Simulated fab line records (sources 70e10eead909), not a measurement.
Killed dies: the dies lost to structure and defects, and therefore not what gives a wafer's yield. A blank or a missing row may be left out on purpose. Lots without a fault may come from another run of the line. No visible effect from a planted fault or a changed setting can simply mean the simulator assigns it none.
fab line records / flow nandHarc
record: lots: 13 wafers: 39 lastDay: 32
route steps=1302 shown A_DECK1_JOINT@523 A_BONDPAD@1219 THIN_TSV@1259 END@1302
lots that met no fault: taken from a fault-free run of the same line
startH: hours from the record's first day to the start of the lot's first wafer shown / waitH: hours since the lot's step before / " as in the row above / L1.1+2: a row that stands for several wafers / - either no value or no given start / * or withheld: withheld / < > ~ a bound
route shown NAME@n: a module of which the file shows steps, and the number in the route of the first / usual: mean/standard deviation of fault-free wafers / same: alike in all rows / chamber/n: place in a boat / sites: the reading at each site / _std_site: the values' standard deviation / _edge_site: mean of outer sites minus mean of inner sites / radiusMm: how far each site lies from the wafer's centre / mask NAME#n: copy n / behind: the last tool/chamber to shape the wafer / hold: cause of the lot's hold/its duration in hours/its outcome / device: whichever transistor did not switch (one of n, p or np) / end of line: tests of these same wafers at the route's end / a step with no rows: only its recipe / killed: not the wafer's yield, but the dies lost to structure and defects at the first sort / map: a wafer's dies, marking killed ones x, the rest . and places with no die _
set.NAME: setting as actually run; set.NAME@STEP: the setting as run at that earlier step / model.NAME: the simulator's own value behind a step, which no gauge read
route steps across a sampled set of lots; one table per step, one row per wafer
services: a tool's chamber out of use, with start hour (startH, from the record's first day; less than 0 if before it), hours out, and reason
== steps ==
step: NHARC_A_DECK1_JOINT_ETCH_09
recipe: targetDepthA: 50 chemistry: dHF material: SiO2
lot.wafer=L959.2+1+6 tool=wetBench-06 chamber=4,7,0 startH=231.54 waitH=0.0
lot.wafer=L961.1+4+5 tool=wetBench-06 chamber=4,7,0 startH=253.10 waitH=0.0
lot.wafer=L960.1+5+4 tool=wetBench-05 chamber=2,4,5 startH=253.11 waitH=0.0
lot.wafer=L962.4+2+5 tool=wetBench-06 chamber=2,5,6 startH=268.21 waitH=0.0
lot.wafer=L963.1+2+6 tool=wetBench-05 chamber=4,5,6 startH=279.13 waitH=0.0
lot.wafer=L964.2+5+4 tool=wetBench-06 chamber=3,5,6 startH=288.73 waitH=0.0
lot.wafer=L967.5+3+4 tool=wetBench-03 chamber=5,6,7 startH=321.49 waitH=0.0
lot.wafer=L972.1+2+3 tool=wetBench-06 chamber=7,0,1 startH=360.23 waitH=0.0
lot.wafer=L975.4+2+5 tool=wetBench-06 chamber=1,4,5 startH=400.89 waitH=0.0
lot.wafer=L978.2+5+1 tool=wetBench-03 chamber=1,3,4 startH=425.62 waitH=0.0
lot.wafer=L980.6+2+1 tool=wetBench-03 chamber=1,2,3 startH=450.06 waitH=0.0
lot.wafer=L981.1+4+6 tool=wetBench-03 chamber=6,0,2 startH=458.70 waitH=0.0
lot.wafer=L982.5+3+1 tool=wetBench-05 chamber=5,0,1 startH=466.82 waitH=0.0
step: NHARC_A_BONDPAD_ETCH_34
recipe: targetDepthA: 600 overetchA: 180 timeS: 65.91 ionEnergyEv: 200 n2FlowSccm: 150 h2FlowSccm: 150 arFlowSccm: 0 rfW: 400 biasW: 150 chemistry: N2/H2
usual: drypumpMotorCurrentA: 5.9/0.37 oesProductAu: 0.998/0.013 rfVppV: 430.6/2.8 showerheadPlenumPTorr: 2.04/0.099 throttleValvePct: 14.170/0.0084
lot.wafer=L959.2 tool=rieDiel-02 chamber=1 startH=533.69 waitH=0.1 drypumpMotorCurrentA=5.8 oesProductAu=1.020 rfHoursCounterH=2 rfVppV=427.9 showerheadPlenumPTorr=1.94 throttleValvePct=14.170
lot.wafer=L959.1 tool=rieDiel-02 chamber=3 startH=533.69 waitH=0.1 drypumpMotorCurrentA=6.1 oesProductAu=1.000 rfHoursCounterH=3 rfVppV=434.4 showerheadPlenumPTorr=2.17 throttleValvePct=14.174
lot.wafer=L959.6 tool=rieDiel-02 chamber=1 startH=533.69 waitH=0.1 drypumpMotorCurrentA=5.8 oesProductAu=1.031 rfHoursCounterH=- rfVppV=427.9 showerheadPlenumPTorr=1.94 throttleValvePct=14.165
lot.wafer=L961.1 tool=rieDiel-02 chamber=0 startH=549.37 waitH=0.1 drypumpMotorCurrentA=6.0 oesProductAu=1.001 rfHoursCounterH=3 rfVppV=432.2 showerheadPlenumPTorr=2.12 throttleValvePct=14.171
lot.wafer=L961.4 tool=rieDiel-02 chamber=2 startH=549.37 waitH=0.1 drypumpMotorCurrentA=6.0 oesProductAu=1.027 rfHoursCounterH=2 rfVppV=428.3 showerheadPlenumPTorr=1.95 throttleValvePct=14.177
lot.wafer=L961.5 tool=rieDiel-02 chamber=0 startH=549.37 waitH=0.1 drypumpMotorCurrentA=6.0 oesProductAu=0.997 rfHoursCounterH=- rfVppV=432.1 showerheadPlenumPTorr=2.12 throttleValvePct=14.168
lot.wafer=L960.1 tool=rieDiel-02 chamber=0 startH=554.36 waitH=0.1 drypumpMotorCurrentA=6.0 oesProductAu=0.988 rfHoursCounterH=3 rfVppV=433.0 showerheadPlenumPTorr=2.12 throttleValvePct=14.172
lot.wafer=L960.4 tool=rieDiel-02 chamber=2 startH=554.36 waitH=0.1 drypumpMotorCurrentA=6.0 oesProductAu=1.013 rfHoursCounterH=3 rfVppV=426.4 showerheadPlenumPTorr=1.95 throttleValvePct=14.162
lot.wafer=L960.5 tool=rieDiel-02 chamber=0 startH=554.36 waitH=0.1 drypumpMotorCurrentA=6.0 oesProductAu=0.987 rfHoursCounterH=- rfVppV=433.1 showerheadPlenumPTorr=2.12 throttleValvePct=14.177
lot.wafer=L962.2 tool=rieDiel-02 chamber=3 startH=555.06 waitH=0.1 drypumpMotorCurrentA=6.1 oesProductAu=0.987 rfHoursCounterH=3 rfVppV=434.9 showerheadPlenumPTorr=2.17 throttleValvePct=14.159
lot.wafer=L962.4 tool=rieDiel-02 chamber=0 startH=555.06 waitH=0.1 drypumpMotorCurrentA=6.0 oesProductAu=0.998 rfHoursCounterH=3 rfVppV=432.6 showerheadPlenumPTorr=2.12 throttleValvePct=14.174
lot.wafer=L962.5 tool=rieDiel-02 chamber=3 startH=555.06 waitH=0.1 drypumpMotorCurrentA=6.1 oesProductAu=0.989 rfHoursCounterH=- rfVppV=434.2 showerheadPlenumPTorr=2.17 throttleValvePct=14.169
lot.wafer=L963.2 tool=rieDiel-04 chamber=3 startH=557.10 waitH=0.1 drypumpMotorCurrentA=5.0 oesProductAu=0.995 rfHoursCounterH=2 rfVppV=426.4 showerheadPlenumPTorr=1.90 throttleValvePct=14.166
lot.wafer=L963.1 tool=rieDiel-04 chamber=1 startH=557.10 waitH=0.1 drypumpMotorCurrentA=5.5 oesProductAu=0.980 rfHoursCounterH=2 rfVppV=431.3 showerheadPlenumPTorr=2.05 throttleValvePct=14.168
lot.wafer=L963.6 tool=rieDiel-04 chamber=2 startH=557.10 waitH=0.1 drypumpMotorCurrentA=6.4 oesProductAu=0.973 rfHoursCounterH=- rfVppV=428.9 showerheadPlenumPTorr=1.96 throttleValvePct=14.180
lot.wafer=L964.2 tool=rieDiel-04 chamber=3 startH=584.82 waitH=0.1 drypumpMotorCurrentA=5.0 oesProductAu=0.986 rfHoursCounterH=7 rfVppV=426.7 showerheadPlenumPTorr=1.90 throttleValvePct=14.181
lot.wafer=L964.4 tool=rieDiel-04 chamber=2 startH=584.82 waitH=0.1 drypumpMotorCurrentA=6.3 oesProductAu=0.992 rfHoursCounterH=7 rfVppV=429.1 showerheadPlenumPTorr=1.96 throttleValvePct=14.168
lot.wafer=L964.5 tool=rieDiel-04 chamber=0 startH=584.82 waitH=0.1 drypumpMotorCurrentA=6.0 oesProductAu=1.013 rfHoursCounterH=- rfVppV=434.6 showerheadPlenumPTorr=2.14 throttleValvePct=14.157
lot.wafer=L967.3 tool=rieDiel-04 chamber=3 startH=609.81 waitH=0.1 drypumpMotorCurrentA=4.9 oesProductAu=0.991 rfHoursCounterH=10 rfVppV=426.9 showerheadPlenumPTorr=1.89 throttleValvePct=14.176
lot.wafer=L967.4 tool=rieDiel-04 chamber=0 startH=609.81 waitH=0.1 drypumpMotorCurrentA=6.0 oesProductAu=1.007 rfHoursCounterH=9 rfVppV=433.6 showerheadPlenumPTorr=2.14 throttleValvePct=14.165
lot.wafer=L967.5 tool=rieDiel-04 chamber=3 startH=609.81 waitH=0.1 drypumpMotorCurrentA=5.0 oesProductAu=0.986 rfHoursCounterH=- rfVppV=425.7 showerheadPlenumPTorr=1.89 throttleValvePct=14.175
lot.wafer=L972.1 tool=rieDiel-02 chamber=2 startH=653.49 waitH=0.1 drypumpMotorCurrentA=6.0 oesProductAu=1.004 rfHoursCounterH=2 rfVppV=428.8 showerheadPlenumPTorr=1.95 throttleValvePct=14.158
lot.wafer=L972.2 tool=rieDiel-02 chamber=0 startH=653.49 waitH=0.1 drypumpMotorCurrentA=6.0 oesProductAu=0.972 rfHoursCounterH=2 rfVppV=432.1 showerheadPlenumPTorr=2.12 throttleValvePct=14.162
lot.wafer=L972.3 tool=rieDiel-02 chamber=1 startH=653.49 waitH=0.1 drypumpMotorCurrentA=5.8 oesProductAu=1.018 rfHoursCounterH=2 rfVppV=428.0 showerheadPlenumPTorr=1.94 throttleValvePct=14.183
lot.wafer=L975.2 tool=rieDiel-02 chamber=1 startH=684.67 waitH=0.1 drypumpMotorCurrentA=5.8 oesProductAu=1.003 rfHoursCounterH=3 rfVppV=427.2 showerheadPlenumPTorr=1.94 throttleValvePct=14.165
lot.wafer=L975.4 tool=rieDiel-02 chamber=1 startH=684.67 waitH=0.1 drypumpMotorCurrentA=5.8 oesProductAu=1.010 rfHoursCounterH=- rfVppV=428.0 showerheadPlenumPTorr=1.94 throttleValvePct=14.164
lot.wafer=L975.5 tool=rieDiel-02 chamber=2 startH=684.67 waitH=0.1 drypumpMotorCurrentA=6.0 oesProductAu=0.998 rfHoursCounterH=- rfVppV=427.6 showerheadPlenumPTorr=1.95 throttleValvePct=14.150
lot.wafer=L978.1 tool=rieDiel-02 chamber=0 startH=709.92 waitH=0.1 drypumpMotorCurrentA=6.0 oesProductAu=0.986 rfHoursCounterH=3 rfVppV=433.5 showerheadPlenumPTorr=2.12 throttleValvePct=14.164
lot.wafer=L978.2 tool=rieDiel-02 chamber=1 startH=709.92 waitH=0.1 drypumpMotorCurrentA=5.8 oesProductAu=1.004 rfHoursCounterH=3 rfVppV=428.5 showerheadPlenumPTorr=1.94 throttleValvePct=14.174
lot.wafer=L978.5 tool=rieDiel-02 chamber=3 startH=709.92 waitH=0.1 drypumpMotorCurrentA=6.1 oesProductAu=0.997 rfHoursCounterH=- rfVppV=434.1 showerheadPlenumPTorr=2.17 throttleValvePct=14.175
lot.wafer=L980.2 tool=rieDiel-04 chamber=2 startH=728.00 waitH=0.1 drypumpMotorCurrentA=6.4 oesProductAu=1.016 rfHoursCounterH=1 rfVppV=426.2 showerheadPlenumPTorr=1.95 throttleValvePct=14.170
lot.wafer=L980.1 tool=rieDiel-04 chamber=0 startH=728.00 waitH=0.1 drypumpMotorCurrentA=6.0 oesProductAu=1.009 rfHoursCounterH=1 rfVppV=432.5 showerheadPlenumPTorr=2.13 throttleValvePct=14.176
lot.wafer=L980.6 tool=rieDiel-04 chamber=3 startH=728.00 waitH=0.1 drypumpMotorCurrentA=5.0 oesProductAu=0.982 rfHoursCounterH=- rfVppV=426.8 showerheadPlenumPTorr=1.89 throttleValvePct=14.186
lot.wafer=L982.3 tool=rieDiel-04 chamber=2 startH=735.23 waitH=0.1 drypumpMotorCurrentA=6.4 oesProductAu=1.013 rfHoursCounterH=1 rfVppV=428.7 showerheadPlenumPTorr=1.95 throttleValvePct=14.168
lot.wafer=L982.1 tool=rieDiel-04 chamber=3 startH=735.23 waitH=0.1 drypumpMotorCurrentA=4.9 oesProductAu=0.972 rfHoursCounterH=1 rfVppV=428.1 showerheadPlenumPTorr=1.89 throttleValvePct=14.165
lot.wafer=L982.5 tool=rieDiel-04 chamber=1 startH=735.23 waitH=0.1 drypumpMotorCurrentA=5.5 oesProductAu=1.000 rfHoursCounterH=- rfVppV=430.3 showerheadPlenumPTorr=2.04 throttleValvePct=14.169
lot.wafer=L981.1 tool=rieDiel-02 chamber=2 startH=741.56 waitH=0.1 drypumpMotorCurrentA=5.9 oesProductAu=0.992 rfHoursCounterH=4 rfVppV=427.4 showerheadPlenumPTorr=1.95 throttleValvePct=14.176
lot.wafer=L981.4 tool=rieDiel-02 chamber=0 startH=741.56 waitH=0.1 drypumpMotorCurrentA=6.0 oesProductAu=0.979 rfHoursCounterH=4 rfVppV=431.6 showerheadPlenumPTorr=2.12 throttleValvePct=14.160
lot.wafer=L981.6 tool=rieDiel-02 chamber=3 startH=741.56 waitH=0.1 drypumpMotorCurrentA=6.1 oesProductAu=0.986 rfHoursCounterH=- rfVppV=434.9 showerheadPlenumPTorr=2.17 throttleValvePct=14.165
step: NHARC_A_BONDPAD_DEGAS_25
recipe: tempC: 300 timeS: 60
usual: heaterPowerW: 480/57
lot.wafer=L959.1 tool=pvdSputter-01 chamber=- startH=534.64 waitH=- heaterPowerW=452
lot.wafer=L959.2 tool=pvdSputter-01 chamber=- startH=534.64 waitH=- heaterPowerW=521
lot.wafer=L959.6 tool=pvdSputter-01 chamber=- startH=534.64 waitH=- heaterPowerW=440
lot.wafer=L961.1 tool=pvdSputter-01 chamber=- startH=550.22 waitH=- heaterPowerW=436
lot.wafer=L961.4 tool=pvdSputter-01 chamber=- startH=550.22 waitH=- heaterPowerW=445
lot.wafer=L961.5 tool=pvdSputter-01 chamber=- startH=550.22 waitH=- heaterPowerW=435
lot.wafer=L960.4 tool=pvdSputter-01 chamber=- startH=555.26 waitH=- heaterPowerW=439
lot.wafer=L960.1 tool=pvdSputter-01 chamber=- startH=555.26 waitH=- heaterPowerW=474
lot.wafer=L960.5 tool=pvdSputter-01 chamber=- startH=555.26 waitH=- heaterPowerW=437
lot.wafer=L962.4 tool=pvdSputter-03 chamber=- startH=555.92 waitH=- heaterPowerW=493
lot.wafer=L962.2 tool=pvdSputter-03 chamber=- startH=555.92 waitH=- heaterPowerW=451
lot.wafer=L962.5 tool=pvdSputter-03 chamber=- startH=555.92 waitH=- heaterPowerW=548
lot.wafer=L963.1 tool=pvdSputter-01 chamber=- startH=557.97 waitH=- heaterPowerW=468
lot.wafer=L963.2 tool=pvdSputter-01 chamber=- startH=557.97 waitH=- heaterPowerW=442
lot.wafer=L963.6 tool=pvdSputter-01 chamber=- startH=557.97 waitH=- heaterPowerW=431
lot.wafer=L964.2 tool=pvdSputter-03 chamber=- startH=585.69 waitH=- heaterPowerW=541
lot.wafer=L964.4 tool=pvdSputter-03 chamber=- startH=585.69 waitH=- heaterPowerW=548
lot.wafer=L964.5 tool=pvdSputter-03 chamber=- startH=585.69 waitH=- heaterPowerW=488
lot.wafer=L967.3 tool=pvdSputter-03 chamber=- startH=610.66 waitH=- heaterPowerW=538
lot.wafer=L967.4 tool=pvdSputter-03 chamber=- startH=610.66 waitH=- heaterPowerW=457
lot.wafer=L967.5 tool=pvdSputter-03 chamber=- startH=610.66 waitH=- heaterPowerW=527
lot.wafer=L972.1 tool=pvdSputter-01 chamber=- startH=654.34 waitH=- heaterPowerW=420
lot.wafer=L972.2 tool=pvdSputter-01 chamber=- startH=654.34 waitH=- heaterPowerW=523
lot.wafer=L972.3 tool=pvdSputter-01 chamber=- startH=654.34 waitH=- heaterPowerW=435
lot.wafer=L975.4 tool=pvdSputter-02 chamber=- startH=685.59 waitH=- heaterPowerW=414
lot.wafer=L975.2 tool=pvdSputter-02 chamber=- startH=685.59 waitH=- heaterPowerW=456
lot.wafer=L975.5 tool=pvdSputter-02 chamber=- startH=685.59 waitH=- heaterPowerW=423
lot.wafer=L978.1 tool=pvdSputter-02 chamber=- startH=710.77 waitH=- heaterPowerW=610
lot.wafer=L978.2 tool=pvdSputter-02 chamber=- startH=710.77 waitH=- heaterPowerW=452
lot.wafer=L978.5 tool=pvdSputter-02 chamber=- startH=710.77 waitH=- heaterPowerW=459
lot.wafer=L980.1 tool=pvdSputter-03 chamber=- startH=728.86 waitH=- heaterPowerW=467
lot.wafer=L980.2 tool=pvdSputter-03 chamber=- startH=728.86 waitH=- heaterPowerW=476
lot.wafer=L980.6 tool=pvdSputter-03 chamber=- startH=728.86 waitH=- heaterPowerW=483
lot.wafer=L982.3 tool=pvdSputter-02 chamber=- startH=736.13 waitH=- heaterPowerW=602
lot.wafer=L982.1 tool=pvdSputter-02 chamber=- startH=736.13 waitH=- heaterPowerW=420
lot.wafer=L982.5 tool=pvdSputter-02 chamber=- startH=736.13 waitH=- heaterPowerW=453
lot.wafer=L981.1 tool=pvdSputter-02 chamber=- startH=742.86 waitH=- heaterPowerW=413
lot.wafer=L981.4 tool=pvdSputter-02 chamber=- startH=742.86 waitH=- heaterPowerW=447
lot.wafer=L981.6 tool=pvdSputter-02 chamber=- startH=742.86 waitH=- heaterPowerW=473
step: NHARC_THIN_TSV_CD_MEAS_12
recipe: targetCdNm: 1000 landingEnergyEv: 500
usual: cdNm: 1000.5/2.6
lot.wafer=L959.1 tool=cdSem-03 chamber=0 startH=548.81 waitH=- cdNm=1000.2
lot.wafer=L959.2 tool=cdSem-03 chamber=0 startH=548.81 waitH=- cdNm=1005.7
lot.wafer=L959.6 tool=cdSem-03 chamber=0 startH=548.81 waitH=- cdNm=1003.5
lot.wafer=L961.1 tool=cdSem-03 chamber=0 startH=564.54 waitH=- cdNm=1000.4
lot.wafer=L961.4 tool=cdSem-03 chamber=0 startH=564.54 waitH=- cdNm=998.7
lot.wafer=L961.5 tool=cdSem-03 chamber=0 startH=564.54 waitH=- cdNm=998.3
lot.wafer=L960.1 tool=cdSem-03 chamber=0 startH=568.88 waitH=- cdNm=1000.4
lot.wafer=L960.4 tool=cdSem-03 chamber=0 startH=568.88 waitH=- cdNm=998.2
lot.wafer=L960.5 tool=cdSem-03 chamber=0 startH=568.88 waitH=- cdNm=998.8
lot.wafer=L963.1 tool=cdSem-03 chamber=0 startH=569.93 waitH=- cdNm=999.9
lot.wafer=L963.2 tool=cdSem-03 chamber=0 startH=569.93 waitH=- cdNm=999.9
lot.wafer=L963.6 tool=cdSem-03 chamber=0 startH=569.93 waitH=- cdNm=999.3
lot.wafer=L962.2 tool=cdSem-03 chamber=0 startH=571.17 waitH=- cdNm=1006.0
lot.wafer=L962.4 tool=cdSem-03 chamber=0 startH=571.17 waitH=- cdNm=1001.8
lot.wafer=L962.5 tool=cdSem-03 chamber=0 startH=571.17 waitH=- cdNm=1001.2
lot.wafer=L964.2 tool=cdSem-03 chamber=0 startH=599.53 waitH=- cdNm=1001.6
lot.wafer=L964.4 tool=cdSem-03 chamber=0 startH=599.53 waitH=- cdNm=997.0
lot.wafer=L964.5 tool=cdSem-03 chamber=0 startH=599.53 waitH=- cdNm=999.5
lot.wafer=L967.3 tool=cdSem-03 chamber=0 startH=625.70 waitH=- cdNm=1000.9
lot.wafer=L967.4 tool=cdSem-03 chamber=0 startH=625.70 waitH=- cdNm=998.5
lot.wafer=L967.5 tool=cdSem-03 chamber=0 startH=625.70 waitH=- cdNm=998.1
lot.wafer=L972.1 tool=cdSem-02 chamber=0 startH=668.03 waitH=- cdNm=1005.1
lot.wafer=L972.2 tool=cdSem-02 chamber=0 startH=668.03 waitH=- cdNm=1002.9
lot.wafer=L972.3 tool=cdSem-02 chamber=0 startH=668.03 waitH=- cdNm=1003.4
lot.wafer=L975.2 tool=cdSem-01 chamber=0 startH=699.81 waitH=- cdNm=994.8
lot.wafer=L975.4 tool=cdSem-01 chamber=0 startH=699.81 waitH=- cdNm=994.4
lot.wafer=L975.5 tool=cdSem-01 chamber=0 startH=699.81 waitH=- cdNm=993.9
lot.wafer=L978.1 tool=cdSem-03 chamber=0 startH=724.60 waitH=- cdNm=1003.5
lot.wafer=L978.2 tool=cdSem-03 chamber=0 startH=724.60 waitH=- cdNm=1003.8
lot.wafer=L978.5 tool=cdSem-03 chamber=0 startH=724.60 waitH=- cdNm=1003.2
lot.wafer=L980.1 tool=cdSem-01 chamber=0 startH=746.58 waitH=- cdNm=997.8
lot.wafer=L980.2 tool=cdSem-01 chamber=0 startH=746.58 waitH=- cdNm=996.9
lot.wafer=L980.6 tool=cdSem-01 chamber=0 startH=746.58 waitH=- cdNm=995.6
lot.wafer=L982.1 tool=cdSem-01 chamber=0 startH=756.39 waitH=- cdNm=1001.1
lot.wafer=L982.3 tool=cdSem-01 chamber=0 startH=756.39 waitH=- cdNm=1000.8
lot.wafer=L982.5 tool=cdSem-01 chamber=0 startH=756.39 waitH=- cdNm=999.2
lot.wafer=L981.1 tool=cdSem-01 chamber=0 startH=757.73 waitH=- cdNm=995.6
lot.wafer=L981.4 tool=cdSem-01 chamber=0 startH=757.73 waitH=- cdNm=1002.2
lot.wafer=L981.6 tool=cdSem-01 chamber=0 startH=757.73 waitH=- cdNm=995.9
step: NHARC_END_SORT_01
recipe: tempC: 25
usual: killedAtArray: 56/19 killedAtOther: 0.6/1 killedAtPeriphery: 3.9/2.7 killedDies: 61/19 killedOpen: 3.3/1.9 killedShort: 2.4/1.7
same: grossDies: 677
lot.wafer=L975.2 tool=prober-02 chamber=0 startH=716.21 waitH=2.8 killedAtArray=85 killedAtOther=0 killedAtPeriphery=4 killedDies=89 killedOpen=1 killedShort=3
lot.wafer=L975.4 tool=prober-02 chamber=0 startH=717.82 waitH=3.4 killedAtArray=152 killedAtOther=1 killedAtPeriphery=6 killedDies=159 killedOpen=2 killedShort=3
lot.wafer=L975.5 tool=prober-02 chamber=0 startH=718.62 waitH=3.7 killedAtArray=78 killedAtOther=0 killedAtPeriphery=4 killedDies=82 killedOpen=3 killedShort=4
killed by level:class
L975.2 A_SLIT:chamberFilmFlake=31 A_CHANNEL_HOLE_D1:chamberFilmFlake=29 A_CHANNEL_HOLE_D2:chamberFilmFlake=15 A_WL_FILL:chamberFilmFlake=3 P_M2:chamberFilmFlake=2 A_STAIRCASE:chamberFilmFlake=2 A_CHANNEL_HOLE_D1:geometricParticle:short=1 A_CHANNEL_FILL_D1:geometricParticle:short=1
L975.4 A_DECK1_JOINT:unspecified=63 A_CHANNEL_HOLE_D1:chamberFilmFlake=38 A_SLIT:chamberFilmFlake=23 A_CHANNEL_HOLE_D2:chamberFilmFlake=20 P_STI:chamberFilmFlake=2 P_CONTACT:chamberFilmFlake=2 A_CONTACT:chamberFilmFlake=2 P_GATE:geometricParticle:short=1
L975.5 A_CHANNEL_HOLE_D1:chamberFilmFlake=28 A_SLIT:chamberFilmFlake=25 A_CHANNEL_HOLE_D2:chamberFilmFlake=11 A_STAIRCASE:chamberFilmFlake=6 A_ONON_D1:geometricParticle:open=2 A_CHANNEL_FILL_D2:geometricParticle:short=2 P_M2:chamberFilmFlake=2 A_ONON_D1:geometricParticle:short=1
== services ==
tool=rieDiel-02 chamber=- startH=220.04 hours=9.0 kind=pm
tool=pvdSputter-01 chamber=- startH=226.00 hours=10.0 kind=pm
tool=rieDiel-04 chamber=- startH=354.90 hours=9.0 kind=pm
tool=rieDiel-02 chamber=2 startH=359.19 hours=12.5 kind=repair
tool=wetBench-06 chamber=- startH=369.61 hours=8.0 kind=pm
tool=rieDiel-02 chamber=1 startH=391.33 hours=9.9 kind=repair
tool=rieDiel-04 chamber=2 startH=393.17 hours=12.6 kind=repair
tool=rieDiel-02 chamber=- startH=397.04 hours=9.0 kind=pm
tool=pvdSputter-01 chamber=- startH=404.00 hours=10.0 kind=pm
tool=rieDiel-02 chamber=1 startH=430.41 hours=4.7 kind=repair
tool=wetBench-06 chamber=- startH=430.77 hours=2.0 kind=repair
tool=rieDiel-02 chamber=3 startH=437.52 hours=4.0 kind=repair
tool=rieDiel-02 chamber=1 startH=470.53 hours=3.1 kind=repair
tool=rieDiel-02 chamber=2 startH=514.53 hours=8.2 kind=repair
tool=rieDiel-02 chamber=1 startH=514.61 hours=8.0 kind=repair
tool=rieDiel-02 chamber=0 startH=519.91 hours=4.8 kind=repair
tool=rieDiel-02 chamber=2 startH=530.47 hours=4.6 kind=repair
tool=wetBench-06 chamber=- startH=545.61 hours=8.0 kind=pm
tool=rieDiel-02 chamber=- startH=574.04 hours=9.0 kind=pm
tool=wetBench-06 chamber=- startH=626.38 hours=3.3 kind=repair
tool=rieDiel-02 chamber=- startH=642.66 hours=0.9 kind=repair
tool=rieDiel-02 chamber=3 startH=684.12 hours=3.1 kind=repair
tool=rieDiel-02 chamber=- startH=712.00 hours=1.1 kind=repair
tool=wetBench-06 chamber=- startH=721.61 hours=8.0 kind=pm
== key ==
firstSign: step: NHARC_END_SORT_01 reading: killedDies direction: up sigmas: 5.3 usual: 61 struck: 159
effect: step: NHARC_END_SORT_01 reading: killedAtArray direction: up sigmas: 5.1 usual: 56 struck: 152
moreKillsBornAt: NHARC_A_DECK1_JOINT_ETCH_09@wetBench-06: 63
metAt NHARC_A_DECK1_JOINT_ETCH_09
struckLots L975
struckWafers L975.4
testerLeftOut L975
notActingAt NHARC_A_BONDPAD_ETCH_34,NHARC_A_BONDPAD_DEGAS_25,NHARC_THIN_TSV_CD_MEAS_12
onsetBetween 360.23 400.89
fault: kind: chamberParticleSource tool: wetBench-06 chamber: 1 onsetH: 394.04 steps: NHARC_A_DECK1_JOINT_ETCH_09 ratePerVisitCm2: 2.0454 endH: 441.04
testerLeftOut: of these lots the tester's yield and bins aren't shown, on N5 and GAA mostly nor the transistor test; their killed dies are dies lost to structure and defects alone, not to doping, threshold or leakage, so they don't give the yield
